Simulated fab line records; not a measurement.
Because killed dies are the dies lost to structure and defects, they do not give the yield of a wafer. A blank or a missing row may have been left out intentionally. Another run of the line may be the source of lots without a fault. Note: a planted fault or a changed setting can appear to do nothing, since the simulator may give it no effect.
Which tool is to blame? / flow nandHarc / 36 wafers from 12 lots sampled at 5 of the route's 1302 steps

WHAT EACH GAUGE READ, for each wafer
NHARC_A_ONON_D1_THK_MEAS_24: measures by ellipsometry.
lot=L592; measured=day 8 16:09; on=filmMetro-02; thkNm (nm)=1017 1018 1017
lot=L593; measured=day 9 06:01; on=filmMetro-02; thkNm (nm)=989 990 990
lot=L594; measured=day 9 06:02; on=filmMetro-01; thkNm (nm)=993 992 991
lot=L595; measured=day 10 12:56; on=filmMetro-01; thkNm (nm)=1019 1016 1018
lot=L598; measured=day 11 13:37; on=filmMetro-02; thkNm (nm)=986 985 985
lot=L600; measured=day 12 01:06; on=filmMetro-02; thkNm (nm)=997 994 997
lot=L601; measured=day 12 09:00; on=filmMetro-02; thkNm (nm)=1003 1006 1005
lot=L603; measured=day 12 23:01; on=filmMetro-01; thkNm (nm)=996 995 996
lot=L602; measured=day 13 04:10; on=filmMetro-02; thkNm (nm)=1004 1003 1006
lot=L605; measured=day 14 07:10; on=filmMetro-02; thkNm (nm)=994 997 994
lot=L611; measured=day 16 20:01; on=filmMetro-01; thkNm (nm)=1012 1009 1010
lot=L612; measured=day 16 20:02; on=filmMetro-01; thkNm (nm)=992 993 991

NHARC_END_SORT_01.
lot=L611; measured=day 33 02:47; on=prober-01; killedAtArray=50 65 148; killedAtOther=0 1 0; killedAtPeriphery=4 6 4; killedDies=54 72 152; killedOpen=0 2 3; killedShort=1 3 1
lot=L612; measured=day 33 02:50; on=prober-02; killedAtArray=51 47 45; killedAtOther=3 2 3; killedAtPeriphery=1 4 3; killedDies=55 53 51; killedOpen=2 5 2; killedShort=2 4 3

WHICH TOOL RAN EACH LOT (tool, then ch and the chambers of the sampled wafers, then the start)
lot=L592; NHARC_A_ONON_D1_DEP_33=pecvd-01 ch 1,2, day 8 17:22; NHARC_A_CHANNEL_HOLE_D1_ETCH_34=rieDiel-08 ch 1,2,3, day 8 21:13; NHARC_A_CHANNEL_HOLE_D1_ETCH_21=harEtch-01 ch 0,1, day 8 22:24
lot=L593; NHARC_A_ONON_D1_DEP_33=pecvd-03 ch 0,1,2, day 9 07:12; NHARC_A_CHANNEL_HOLE_D1_ETCH_34=rieDiel-11 ch 0,2,3, day 9 11:00; NHARC_A_CHANNEL_HOLE_D1_ETCH_21=harEtch-01 ch 0,1, day 9 12:10
lot=L594; NHARC_A_ONON_D1_DEP_33=pecvd-01 ch 0,2, day 9 07:16; NHARC_A_CHANNEL_HOLE_D1_ETCH_34=rieDiel-10 ch 0,1,2, day 9 11:42; NHARC_A_CHANNEL_HOLE_D1_ETCH_21=harEtch-02 ch 0,1, day 9 12:52
lot=L595; NHARC_A_ONON_D1_DEP_33=pecvd-01 ch 1,2, day 10 14:09; NHARC_A_CHANNEL_HOLE_D1_ETCH_34=rieDiel-11 ch 1,2, day 10 19:46; NHARC_A_CHANNEL_HOLE_D1_ETCH_21=harEtch-02 ch 0,1, day 10 21:05
lot=L598; NHARC_A_ONON_D1_DEP_33=pecvd-01 ch 0,2, day 11 15:01; NHARC_A_CHANNEL_HOLE_D1_ETCH_34=rieDiel-08 ch 1,2,3, day 11 22:44; NHARC_A_CHANNEL_HOLE_D1_ETCH_21=harEtch-01 ch 0,1, day 12 05:58
lot=L600; NHARC_A_ONON_D1_DEP_33=pecvd-03 ch 0,1, day 12 02:17; NHARC_A_CHANNEL_HOLE_D1_ETCH_34=rieDiel-08 ch 1,2,3, day 12 06:39; NHARC_A_CHANNEL_HOLE_D1_ETCH_21=harEtch-02 ch 0,1, day 12 09:04
lot=L601; NHARC_A_ONON_D1_DEP_33=pecvd-03 ch 0,2, day 12 10:12; NHARC_A_CHANNEL_HOLE_D1_ETCH_34=rieDiel-08 ch 0,1,2, day 12 13:56; NHARC_A_CHANNEL_HOLE_D1_ETCH_21=harEtch-02 ch 0,1, day 12 15:20
lot=L603; NHARC_A_ONON_D1_DEP_33=pecvd-03 ch 0,1,2, day 13 00:20; NHARC_A_CHANNEL_HOLE_D1_ETCH_34=rieDiel-08 ch 0,1,3, day 13 04:02; NHARC_A_CHANNEL_HOLE_D1_ETCH_21=harEtch-01 ch 0,1, day 13 05:25
lot=L602; NHARC_A_ONON_D1_DEP_33=pecvd-02 ch 1,2, day 13 05:25; NHARC_A_CHANNEL_HOLE_D1_ETCH_34=rieDiel-10 ch 0,1, day 13 09:14; NHARC_A_CHANNEL_HOLE_D1_ETCH_21=harEtch-01 ch 0,1, day 13 10:23
lot=L605; NHARC_A_ONON_D1_DEP_33=pecvd-03 ch 2, day 14 08:23; NHARC_A_CHANNEL_HOLE_D1_ETCH_34=rieDiel-11 ch 0,1,2, day 14 12:25; NHARC_A_CHANNEL_HOLE_D1_ETCH_21=harEtch-01 ch 0,1, day 14 13:40
lot=L611; NHARC_A_ONON_D1_DEP_33=pecvd-03 ch 0,1,2, day 16 21:24; NHARC_A_CHANNEL_HOLE_D1_ETCH_34=rieDiel-08 ch 0,1,2, day 17 05:40; NHARC_A_CHANNEL_HOLE_D1_ETCH_21=harEtch-01 ch 0,1, day 17 12:57
lot=L612; NHARC_A_ONON_D1_DEP_33=pecvd-03 ch 1,2, day 16 21:40; NHARC_A_CHANNEL_HOLE_D1_ETCH_34=rieDiel-08 ch 0,2,3, day 17 07:35; NHARC_A_CHANNEL_HOLE_D1_ETCH_21=harEtch-02 ch 0,1, day 17 14:50
- NHARC_A_ONON_D1_DEP_33: deposits SiO2, target thk 200 nm.
- NHARC_A_CHANNEL_HOLE_D1_ETCH_34: etches the open film in CF4/CHF3, target depth 154 nm, time 77 s.
- NHARC_A_CHANNEL_HOLE_D1_ETCH_21: etches the open film in C4F8/O2/Ar, time 514.3 s, target depth 1600 nm.

AS READ BY THE TOOLS THEMSELVES (means over the sampled wafers that have a number; for cases with no such wafer, the mark the record gives instead)
NHARC_A_ONON_D1_DEP_33.
lot=L592; tool=pecvd-01; heaterPowerW (W)=576; throttleValvePct (%)=16.6
lot=L593; tool=pecvd-03; heaterPowerW (W)=481; throttleValvePct (%)=15.4
lot=L594; tool=pecvd-01; heaterPowerW (W)=533; throttleValvePct (%)=16.4
lot=L595; tool=pecvd-01; heaterPowerW (W)=587; throttleValvePct (%)=16.7
lot=L598; tool=pecvd-01; heaterPowerW (W)=596; throttleValvePct (%)=16.3
lot=L600; tool=pecvd-03; heaterPowerW (W)=419; throttleValvePct (%)=15.8
lot=L601; tool=pecvd-03; heaterPowerW (W)=567; throttleValvePct (%)=15.1
lot=L603; tool=pecvd-03; heaterPowerW (W)=540; throttleValvePct (%)=15.7
lot=L602; tool=pecvd-02; heaterPowerW (W)=585; throttleValvePct (%)=16.1
lot=L605; tool=pecvd-03; heaterPowerW (W)=543; throttleValvePct (%)=15.2
lot=L611; tool=pecvd-03; heaterPowerW (W)=511; throttleValvePct (%)=15.2
lot=L612; tool=pecvd-03; heaterPowerW (W)=686; throttleValvePct (%)=15.1

NHARC_A_CHANNEL_HOLE_D1_ETCH_34.
lot=L592; tool=rieDiel-08; cf4FlowSccm (sccm)=99.73; drypumpMotorCurrentA (A)=5.8; oesProductAu (a.u.)=0.922; rfVppV (V)=369.8; runLengthS (s)=98.3; showerheadPlenumPTorr (Torr)=1.57; throttleValvePct (%)=16.802
lot=L593; tool=rieDiel-11; cf4FlowSccm (sccm)=99.89; drypumpMotorCurrentA (A)=6.0; oesProductAu (a.u.)=0.953; rfVppV (V)=369.2; runLengthS (s)=98.3; showerheadPlenumPTorr (Torr)=1.53; throttleValvePct (%)=16.808
lot=L594; tool=rieDiel-10; cf4FlowSccm (sccm)=100.22; drypumpMotorCurrentA (A)=5.5; oesProductAu (a.u.)=0.970; rfVppV (V)=370.9; runLengthS (s)=98.2; showerheadPlenumPTorr (Torr)=1.55; throttleValvePct (%)=16.807
lot=L595; tool=rieDiel-11; cf4FlowSccm (sccm)=100.07; drypumpMotorCurrentA (A)=5.6; oesProductAu (a.u.)=0.949; rfVppV (V)=370.4; runLengthS (s)=98.1; showerheadPlenumPTorr (Torr)=1.59; throttleValvePct (%)=16.796
lot=L598; tool=rieDiel-08; cf4FlowSccm (sccm)=100.12; drypumpMotorCurrentA (A)=5.8; oesProductAu (a.u.)=0.940; rfVppV (V)=370.4; runLengthS (s)=98.2; showerheadPlenumPTorr (Torr)=1.57; throttleValvePct (%)=16.810
lot=L600; tool=rieDiel-08; cf4FlowSccm (sccm)=100.28; drypumpMotorCurrentA (A)=5.8; oesProductAu (a.u.)=0.925; rfVppV (V)=371.0; runLengthS (s)=98.1; showerheadPlenumPTorr (Torr)=1.57; throttleValvePct (%)=16.797
lot=L601; tool=rieDiel-08; cf4FlowSccm (sccm)=99.58; drypumpMotorCurrentA (A)=5.7; oesProductAu (a.u.)=0.927; rfVppV (V)=372.5; runLengthS (s)=98.3; showerheadPlenumPTorr (Torr)=1.63; throttleValvePct (%)=16.802
lot=L603; tool=rieDiel-08; cf4FlowSccm (sccm)=100.08; drypumpMotorCurrentA (A)=5.5; oesProductAu (a.u.)=0.966; rfVppV (V)=371.3; runLengthS (s)=98.2; showerheadPlenumPTorr (Torr)=1.60; throttleValvePct (%)=16.795
lot=L602; tool=rieDiel-10; cf4FlowSccm (sccm)=100.02; drypumpMotorCurrentA (A)=5.5; oesProductAu (a.u.)=0.968; rfVppV (V)=370.7; runLengthS (s)=98.5; showerheadPlenumPTorr (Torr)=1.58; throttleValvePct (%)=16.813
lot=L605; tool=rieDiel-11; cf4FlowSccm (sccm)=100.39; drypumpMotorCurrentA (A)=5.9; oesProductAu (a.u.)=0.955; rfVppV (V)=369.7; runLengthS (s)=98.2; showerheadPlenumPTorr (Torr)=1.53; throttleValvePct (%)=16.800
lot=L611; tool=rieDiel-08; cf4FlowSccm (sccm)=99.96; drypumpMotorCurrentA (A)=5.7; oesProductAu (a.u.)=0.973; rfVppV (V)=371.8; runLengthS (s)=96.2; showerheadPlenumPTorr (Torr)=1.63; throttleValvePct (%)=16.796
lot=L612; tool=rieDiel-08; cf4FlowSccm (sccm)=100.17; drypumpMotorCurrentA (A)=6.1; oesProductAu (a.u.)=0.981; rfVppV (V)=369.9; runLengthS (s)=96.1; showerheadPlenumPTorr (Torr)=1.56; throttleValvePct (%)=16.795

NHARC_A_CHANNEL_HOLE_D1_ETCH_21.
lot=L592; tool=harEtch-01; drypumpMotorCurrentA (A)=5.1; showerheadPlenumPTorr (Torr)=3.64; throttleValvePct (%)=32.165
lot=L593; tool=harEtch-01; drypumpMotorCurrentA (A)=5.0; showerheadPlenumPTorr (Torr)=3.60; throttleValvePct (%)=32.148
lot=L594; tool=harEtch-02; drypumpMotorCurrentA (A)=6.2; showerheadPlenumPTorr (Torr)=3.52; throttleValvePct (%)=32.152
lot=L595; tool=harEtch-02; drypumpMotorCurrentA (A)=6.4; showerheadPlenumPTorr (Torr)=3.58; throttleValvePct (%)=32.153
lot=L598; tool=harEtch-01; drypumpMotorCurrentA (A)=5.0; showerheadPlenumPTorr (Torr)=3.58; throttleValvePct (%)=32.158
lot=L600; tool=harEtch-02; drypumpMotorCurrentA (A)=6.4; showerheadPlenumPTorr (Torr)=3.57; throttleValvePct (%)=32.155
lot=L601; tool=harEtch-02; drypumpMotorCurrentA (A)=6.4; showerheadPlenumPTorr (Torr)=3.56; throttleValvePct (%)=32.153
lot=L603; tool=harEtch-01; drypumpMotorCurrentA (A)=5.0; showerheadPlenumPTorr (Torr)=3.58; throttleValvePct (%)=32.152
lot=L602; tool=harEtch-01; drypumpMotorCurrentA (A)=5.0; showerheadPlenumPTorr (Torr)=3.58; throttleValvePct (%)=32.151
lot=L605; tool=harEtch-01; drypumpMotorCurrentA (A)=5.1; showerheadPlenumPTorr (Torr)=3.60; throttleValvePct (%)=32.162
lot=L611; tool=harEtch-01; drypumpMotorCurrentA (A)=5.1; showerheadPlenumPTorr (Torr)=3.57; throttleValvePct (%)=32.156
lot=L612; tool=harEtch-02; drypumpMotorCurrentA (A)=6.2; showerheadPlenumPTorr (Torr)=3.93; throttleValvePct (%)=32.160

THE ANSWER, worked out from the rows above alone
Rule: the lots themselves supply what counts as usual. The widest of any qualifying gaps counts: lots, ordered by their means at a reading, are off when they make up no more than a third of the lots, leave a main group of 4 or more, and stand apart from it by 3 or more times the standard deviation of that group's means. The tables above print the reading to a certain number of digits; a main group whose means all agree to those digits is not used. A lot without any number at a reading at which 4 lots or more have one is off too. All remaining lots with rows at the step are treated as sound. First the gauges in route order, then the tools' own readings, where a lot's mean is used as printed above. The first step at which some lot is off is used, and at that step the reading that is off furthest; a lot without a number counts as furthest.
Off: L611, L612 (NHARC_A_CHANNEL_HOLE_D1_ETCH_34, runLengthS). The main group has a mean of 98.2 s with a standard deviation of 0.11.
If a tool, at that step or one of the process steps before it, ran each lot that is off and ran no sound lot following the first of them, it fits. Undecided on this evidence; 2 tools fit (pecvd-03 at NHARC_A_ONON_D1_DEP_33, rieDiel-08 at NHARC_A_CHANNEL_HOLE_D1_ETCH_34).

WHAT THE SIMULATOR HAD PUT IN
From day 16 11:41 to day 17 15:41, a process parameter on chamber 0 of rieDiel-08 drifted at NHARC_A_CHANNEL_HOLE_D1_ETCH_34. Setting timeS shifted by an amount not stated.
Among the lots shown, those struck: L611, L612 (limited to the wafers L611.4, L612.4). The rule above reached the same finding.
